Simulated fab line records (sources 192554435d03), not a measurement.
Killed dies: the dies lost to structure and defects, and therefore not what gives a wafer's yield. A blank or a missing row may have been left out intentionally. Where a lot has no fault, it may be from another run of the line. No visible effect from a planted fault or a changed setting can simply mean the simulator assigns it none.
Matching of chambers	flow n5Finfet	N5_BEOL_M9_ILD_DEP_00 on pecvd-02 has 3 sister chambers
The step deposits SiCOH lowk from DEMS/porogen, target thk 308.51 nm, time 58 s. 3 wafers are shown with their chamber, then 11 later ones without.

== WAFERS WITH THEIR CHAMBER ==
wafer	chamber	throttleValvePct (%)
L090.2	0	15.1
L090.4	2	13.8
L089.3	1	13.5

== WAFERS WITHOUT THEIR CHAMBER ==
wafer	throttleValvePct (%)
L089.4	13.6
L089.5	13.6
L091.1	13.4
L091.3	13.8
L091.4	14.6
L096.1	14.8
L096.2	13.5
L096.4	13.5
L095.2	13.7
L095.4	13.6
L095.5	14.8

== WHICH CHAMBER EACH WENT THROUGH ==
wafer	from the rows above	in truth
L089.4	can't be placed: 1 or 2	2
L089.5	can't be placed: 1 or 2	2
L091.1	can't be placed: 1 or 2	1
L091.3	can't be placed: 2 or 1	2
L091.4	can't be placed: 0 or 2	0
L096.1	0	0
L096.2	can't be placed: 1 or 2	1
L096.4	can't be placed: 1 or 2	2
L095.2	can't be placed: 2 or 1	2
L095.4	can't be placed: 1 or 2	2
L095.5	0	0
Correctly placed: 2 of 11. These rows do not allow placing 9 (true chamber among the candidates in 9). 0 placed wrongly.
How it was worked out, from the rows above alone: a wafer's distance from a chamber is the root of the sum, over the readings, of the square of ((its reading less the chamber's mean) divided by the reading's scatter). The wafer belongs to the nearest chamber; if the next one is less than 2 further off, it can't be placed. Each chamber's mean is taken over the wafers shown for it. The scatter: with one shown wafer a chamber, the root of the mean of the squares of how far each hidden wafer lies from its nearest shown one.
